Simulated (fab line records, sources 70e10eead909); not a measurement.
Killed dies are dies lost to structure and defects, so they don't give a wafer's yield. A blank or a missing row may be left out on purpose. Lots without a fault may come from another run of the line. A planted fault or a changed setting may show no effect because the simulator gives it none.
Chamber matching | flow nand_harc | NHARC_A_STAIRCASE_DESCUM_443 on rie_diel-01: 4 sister chambers
The step chemistry O2, time 3 s. 24 wafers are shown with their chamber, then 12 later ones without.

WAFERS WITH THEIR CHAMBER
wafer  | chamber | showerhead_plenum_p_Torr (Torr) | oes_product_au (a.u.) | throttle_valve_pct (%)
L076.2 | 3       | 1.81                            | 0.998                 | 11.327
L076.4 | 1       | 1.93                            | 1.004                 | 11.301
L076.5 | 3       | 1.81                            | 1.001                 | 11.300
L077.2 | 3       | 1.81                            | 0.992                 | 11.321
L077.3 | 2       | 1.90                            | 0.981                 | 11.308
L077.6 | 0       | 1.91                            | 0.997                 | 11.306
L081.1 | 0       | 1.90                            | 1.002                 | 11.305
L081.4 | 2       | 1.89                            | 0.980                 | 11.321
L081.6 | 0       | 1.90                            | 0.991                 | 11.305
L083.1 | 0       | 1.90                            | 0.994                 | 11.307
L083.2 | 3       | 1.80                            | 1.000                 | 11.324
L083.3 | 1       | 1.93                            | 1.008                 | 11.325
L083.4 | 2       | 1.89                            | 0.978                 | 11.324
L083.5 | 3       | 1.80                            | 1.008                 | 11.310
L083.6 | 0       | 1.90                            | 0.993                 | 11.308
L088.2 | 3       | 1.80                            | 0.987                 | 11.303
L088.3 | 2       | 1.89                            | 0.985                 | 11.322
L088.6 | 2       | 1.89                            | 0.989                 | 11.311
L088.1 | 0       | 1.90                            | 1.001                 | 11.297
L088.4 | 1       | 1.92                            | 1.019                 | 11.298
L088.5 | 3       | 1.80                            | 0.989                 | 11.312
L090.2 | 3       | 1.80                            | 1.003                 | 11.314
L090.3 | 1       | 1.92                            | 1.011                 | 11.319
L090.6 | 2       | 1.88                            | 0.993                 | 11.308

SIGNATURES (means of the wafers above)
reading                  | chamber 0 | chamber 1 | chamber 2 | chamber 3 | scatter within a chamber
showerhead_plenum_p_Torr | 1.9017    | 1.9250    | 1.8900    | 1.8037    | 0.00534
oes_product_au           | 0.99633   | 1.01050   | 0.98433   | 0.99725   | 0.00616
throttle_valve_pct       | 11.30467  | 11.31075  | 11.31567  | 11.31387  | 0.00877
Rule: a wafer's distance from a chamber is the root of the sum, over the readings, of the square of ((its reading less the chamber's mean) divided by the reading's scatter). The wafer belongs to the nearest chamber; if the next one is less than 2 further off, it can't be placed. The scatter: the root of (the sum of the squares of (reading less its chamber's mean) over the shown wafers, divided by (wafers less chambers)).

WAFERS WITHOUT THEIR CHAMBER
wafer  | showerhead_plenum_p_Torr (Torr) | oes_product_au (a.u.) | throttle_valve_pct (%)
L090.1 | 1.89                            | 0.992                 | 11.315
L090.4 | 1.88                            | 0.994                 | 11.319
L090.5 | 1.92                            | 1.010                 | 11.319
L093.1 | 1.89                            | 0.994                 | 11.315
L093.2 | 1.88                            | 1.002                 | 11.298
L093.4 | 1.79                            | 0.996                 | 11.307
L093.3 | 1.91                            | 1.013                 | 11.315
L093.5 | 1.92                            | 1.018                 | 11.295
L093.6 | 1.89                            | 0.992                 | 11.302
L095.2 | 1.79                            | 0.990                 | 11.311
L095.3 | 1.88                            | 0.999                 | 11.314
L095.6 | 1.88                            | 1.000                 | 11.313

WHICH CHAMBER EACH WENT THROUGH
wafer  | from the rows above     | in truth
L090.1 | can't be placed: 2 or 0 | 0
L090.4 | can't be placed: 2 or 0 | 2
L090.5 | 1                       | 1
L093.1 | can't be placed: 2 or 0 | 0
L093.2 | can't be placed: 2 or 0 | 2
L093.4 | 3                       | 3
L093.3 | can't be placed: 1 or 0 | 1
L093.5 | 1                       | 1
L093.6 | can't be placed: 2 or 0 | 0
L095.2 | 3                       | 3
L095.3 | can't be placed: 2 or 0 | 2
L095.6 | can't be placed: 2 or 0 | 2
Placed correctly: 4 of 12. Can't be placed from these rows: 8 (the true chamber is among the candidates in 8). Placed wrongly: 0.
